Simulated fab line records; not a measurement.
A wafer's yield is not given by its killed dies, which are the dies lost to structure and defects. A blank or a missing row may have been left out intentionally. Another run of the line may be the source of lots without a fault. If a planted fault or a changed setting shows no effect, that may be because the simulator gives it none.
Tool commonality check ; flow nandHarc ; Sampled: 12 lots, 36 wafers

## THE REASON FOR OPENING IT
Flagged at NHARC_P_GATE_CD_MEAS_91: reading cdNm, on 1 of 12 lots. Fault-free wafers read 1999.4 nm, with a standard deviation of 2.3.
Rule: a lot is flagged when every wafer of it that has a number lies more than 4 standard deviations from that mean, or none has a number. All remaining lots are regarded as sound.

lot;measured;on;cdNm (nm), wafer by wafer;flag
L133;day 6 09:58;cdSem-03;1997.8 2000.4 1993.0;
L136;day 7 14:05;cdSem-01;2000.0 2000.0 2000.2;
L137;day 8 06:59;cdSem-02;1998.1 2003.3 1998.1;
L138;day 8 13:16;cdSem-03;1979.9 1979.3 1978.6;FLAGGED
L147;day 12 11:24;cdSem-03;1999.9 1997.5 1996.0;
L148;day 12 19:51;cdSem-02;1997.1 2001.6 2002.0;
L149;day 13 13:59;cdSem-03;1998.5 2001.0 1999.1;
L150;day 13 19:04;cdSem-03;2002.0 2001.9 2001.8;
L151;day 13 23:28;cdSem-02;1997.8 2001.3 1999.7;
L153;day 14 12:02;cdSem-03;2004.3 1995.7 2004.3;
L152;day 14 12:11;cdSem-01;1997.8 1995.4 1998.0;
L154;day 15 05:14;cdSem-01;1997.7 2001.3 2001.1;
The mean of the flagged lots' numbers is 1979.3 nm, -20.1 nm from the usual (-9 standard deviations).

## TOOL THAT RAN EACH LOT
Before the reading, the record contains 4 process steps out of a 1302-step route. Each cell gives the tool, then ch followed by the chambers the sampled wafers passed through, then the start.
lot;flag;NHARC_P_GATE_DESCUM_31;NHARC_P_GATE_STRIP_108;NHARC_P_GATE_STRIP_111;NHARC_P_GATE_EXPOSE_88
L133;;rieDiel-09 ch 0,1,2, day 5 18:44;rieDiel-03 ch 1,2, day 5 19:21;plasmaAsher-02 ch 0,1, day 6 07:02;krfScanner-02 ch 0, day 6 09:49
L136;;rieDiel-09 ch 0,1, day 6 22:31;rieDiel-03 ch 0,1,2, day 6 23:14;plasmaAsher-02 ch 0,1, day 7 11:08;krfScanner-02 ch 0, day 7 13:55
L137;;rieDiel-12 ch 0,1, day 7 15:28;rieDiel-12 ch 0,1, day 7 16:05;plasmaAsher-02 ch 0,1, day 8 03:58;krfScanner-04 ch 0, day 8 06:50
L138;FLAGGED;rieDiel-12 ch 0,1, day 7 22:02;rieDiel-12 ch 0,1, day 7 22:39;plasmaAsher-01 ch 0,1, day 8 10:17;krfScanner-03 ch 0, day 8 13:06
L147;;rieDiel-12 ch 1,2,3, day 11 20:20;rieDiel-03 ch 0,1,2, day 11 20:58;plasmaAsher-01 ch 0,1, day 12 08:41;krfScanner-04 ch 0, day 12 11:15
L148;;rieDiel-09 ch 0,2,3, day 12 04:45;rieDiel-03 ch 0,1,2, day 12 05:23;plasmaAsher-01 ch 0,1, day 12 17:07;krfScanner-04 ch 0, day 12 19:42
L149;;rieDiel-09 ch 0,2,3, day 12 20:43;rieDiel-12 ch 0,2, day 12 21:24;plasmaAsher-01 ch 0,1, day 13 11:10;krfScanner-04 ch 0, day 13 13:49
L150;;rieDiel-03 ch 0,1,2, day 13 03:56;rieDiel-12 ch 0,1,3, day 13 04:34;plasmaAsher-01 ch 0,1, day 13 16:14;krfScanner-04 ch 0, day 13 18:54
L151;;rieDiel-09 ch 0,1,2, day 13 08:22;rieDiel-09 ch 0,1,2, day 13 08:58;plasmaAsher-02 ch 0,1, day 13 20:38;krfScanner-02 ch 0, day 13 23:18
L153;;rieDiel-03 ch 0,1, day 13 20:50;rieDiel-09 ch 2,3, day 13 21:27;plasmaAsher-01 ch 0,1, day 14 09:14;krfScanner-03 ch 0, day 14 11:53
L152;;rieDiel-12 ch 1,2,3, day 13 20:59;rieDiel-03 ch 0,1,2, day 13 21:36;plasmaAsher-02 ch 1, day 14 09:16;krfScanner-04 ch 0, day 14 12:02
L154;;rieDiel-03 ch 0,2,3, day 14 14:05;rieDiel-03 ch 0,1,3, day 14 14:42;plasmaAsher-01 ch 0,1, day 15 02:25;krfScanner-02 ch 0, day 15 05:04
What these steps do:
- NHARC_P_GATE_DESCUM_31: chemistry O2, time 3 s.
- NHARC_P_GATE_STRIP_108: strips in O2.
- NHARC_P_GATE_STRIP_111: strips in N2/H2, time 250 s.
- NHARC_P_GATE_EXPOSE_88: exposes mask P HVN, target cd 2000 nm.
- NHARC_P_GATE_CD_MEAS_91: target cd 2000 nm.

## FLAGGED OVER TOTAL, TOOL BY TOOL (the gauges that took the reading come last)
step;tool;lots run;flagged;share of the flagged lots;sound lots run after its first flagged lot
NHARC_P_GATE_DESCUM_31;rieDiel-03;3;0;none;-
NHARC_P_GATE_DESCUM_31;rieDiel-09;5;0;none;-
NHARC_P_GATE_DESCUM_31;rieDiel-12;4;1;all;2 (L147,L152)
NHARC_P_GATE_STRIP_108;rieDiel-03;6;0;none;-
NHARC_P_GATE_STRIP_108;rieDiel-09;2;0;none;-
NHARC_P_GATE_STRIP_108;rieDiel-12;4;1;all;2 (L149,L150)
NHARC_P_GATE_STRIP_111;plasmaAsher-01;7;1;all;6 (L147,L148,L149,L150,L153,L154)
NHARC_P_GATE_STRIP_111;plasmaAsher-02;5;0;none;-
NHARC_P_GATE_EXPOSE_88;krfScanner-02;4;0;none;-
NHARC_P_GATE_EXPOSE_88;krfScanner-03;2;1;all;1 (L153)
NHARC_P_GATE_EXPOSE_88;krfScanner-04;6;0;none;-
NHARC_P_GATE_CD_MEAS_91;cdSem-01;3;0;none;-
NHARC_P_GATE_CD_MEAS_91;cdSem-02;3;0;none;-
NHARC_P_GATE_CD_MEAS_91;cdSem-03;6;1;all;4 (L147,L149,L150,L153)

## WHAT THE TABLE ALLOWS
5 rows of the table ran every flagged lot: rieDiel-12 at NHARC_P_GATE_DESCUM_31, rieDiel-12 at NHARC_P_GATE_STRIP_108, plasmaAsher-01 at NHARC_P_GATE_STRIP_111, krfScanner-03 at NHARC_P_GATE_EXPOSE_88, cdSem-03 at NHARC_P_GATE_CD_MEAS_91.
- rieDiel-12 at NHARC_P_GATE_DESCUM_31 ran 4 lots, 1 of them flagged. Sound lots ran on it after the first flagged one (L147, L152), which a lasting fault on the whole tool wouldn't allow.
- rieDiel-12 at NHARC_P_GATE_STRIP_108 ran 4 lots, 1 of them flagged. Sound lots ran on it after the first flagged one (L149, L150), which a lasting fault on the whole tool wouldn't allow.
- plasmaAsher-01 at NHARC_P_GATE_STRIP_111 ran 7 lots, 1 of them flagged. Sound lots ran on it after the first flagged one (L147, L148, L149, L150, L153, L154), which a lasting fault on the whole tool wouldn't allow.
- krfScanner-03 at NHARC_P_GATE_EXPOSE_88 ran 2 lots, 1 of them flagged. Sound lots ran on it after the first flagged one (L153), which a lasting fault on the whole tool wouldn't allow.
- cdSem-03 at NHARC_P_GATE_CD_MEAS_91 ran 6 lots, 1 of them flagged. Sound lots ran on it after the first flagged one (L147, L149, L150, L153), which a lasting fault on the whole tool wouldn't allow.
None of the table's rows ran every flagged lot and, after the first, no sound lot.

## WHAT THE SIMULATOR HAD PUT IN
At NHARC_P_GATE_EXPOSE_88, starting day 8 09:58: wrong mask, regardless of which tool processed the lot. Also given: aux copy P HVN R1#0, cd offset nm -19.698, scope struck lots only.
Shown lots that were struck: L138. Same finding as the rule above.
